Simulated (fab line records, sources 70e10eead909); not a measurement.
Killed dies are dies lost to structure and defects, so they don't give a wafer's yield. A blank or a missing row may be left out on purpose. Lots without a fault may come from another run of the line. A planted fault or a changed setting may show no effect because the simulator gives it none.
Chamber matching | flow nand_harc | NHARC_A_M1_CMP_23 on cmp-02: 4 sister chambers
The step polishes, t overpolish 20 s, target thk 154.34 nm. 18 wafers are shown with their chamber, then 9 later ones without.

WAFERS WITH THEIR CHAMBER
wafer  | chamber | motor_current_A (A) | time_to_endpoint_s (s) | edge_zone_pressure_frac
L075.1 | 3       | 10.7                | 26.6                   | 1.008
L075.2 | 0       | 12.1                | 30.0                   | 0.997
L075.3 | 1       | 11.6                | 31.8                   | 0.999
L079.1 | 1       | 11.5                | 32.1                   | 1.001
L079.2 | 3       | 10.5                | 30.3                   | 0.996
L079.6 | 2       | 11.3                | 31.0                   | 0.997
L081.2 | 1       | 10.9                | 32.4                   | 0.992
L081.3 | 2       | 12.4                | 31.7                   | 1.001
L081.4 | 0       | 11.8                | 32.7                   | 0.996
L080.1 | 0       | 11.9                | 29.2                   | 1.006
L080.3 | 3       | 10.2                | 27.7                   | 0.992
L080.4 | 2       | 11.8                | 31.3                   | 1.006
L082.1 | 2       | 11.5                | 27.3                   | 0.998
L082.3 | 0       | 11.6                | 31.2                   | 1.007
L082.5 | 1       | 11.5                | 31.7                   | 0.996
L086.3 | 0       | 11.6                | 34.1                   | 1.010
L086.4 | 1       | 11.3                | 36.8                   | 0.994
L086.6 | 2       | 11.7                | 30.6                   | 0.998

SIGNATURES (means of the wafers above)
reading                 | chamber 0 | chamber 1 | chamber 2 | chamber 3 | scatter within a chamber
motor_current_A         | 11.800    | 11.360    | 11.740    | 10.467    | 0.306
time_to_endpoint_s      | 31.440    | 32.960    | 30.380    | 28.200    | 1.97
edge_zone_pressure_frac | 1.00320   | 0.99640   | 1.00000   | 0.99867   | 0.00538
Rule: a wafer's distance from a chamber is the root of the sum, over the readings, of the square of ((its reading less the chamber's mean) divided by the reading's scatter). The wafer belongs to the nearest chamber; if the next one is less than 2 further off, it can't be placed. The scatter: the root of (the sum of the squares of (reading less its chamber's mean) over the shown wafers, divided by (wafers less chambers)).

WAFERS WITHOUT THEIR CHAMBER
wafer  | motor_current_A (A) | time_to_endpoint_s (s) | edge_zone_pressure_frac
L085.1 | 11.6                | 29.4                   | 1.004
L085.3 | 11.2                | 30.8                   | 0.989
L085.4 | 11.6                | 28.4                   | 1.001
L096.4 | 11.5                | 30.1                   | 0.996
L096.5 | 11.3                | 31.4                   | 1.000
L096.6 | 10.0                | 29.1                   | 1.004
L097.1 | 11.8                | 33.1                   | 1.001
L097.2 | 12.0                | 33.7                   | 1.007
L097.5 | 11.9                | 31.8                   | 1.011

WHICH CHAMBER EACH WENT THROUGH
wafer  | from the rows above               | in truth
L085.1 | can't be placed: 2 or 0 or 1      | 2
L085.3 | can't be placed: 1 or 2 or 3 or 0 | 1
L085.4 | can't be placed: 2 or 0 or 1      | 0
L096.4 | can't be placed: 2 or 1 or 0      | 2
L096.5 | can't be placed: 1 or 2 or 0      | 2
L096.6 | 3                                 | 3
L097.1 | can't be placed: 0 or 2 or 1      | 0
L097.2 | can't be placed: 0 or 2 or 1      | 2
L097.5 | can't be placed: 0 or 2 or 1      | 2
Placed correctly: 1 of 9. Can't be placed from these rows: 8 (the true chamber is among the candidates in 8). Placed wrongly: 0.
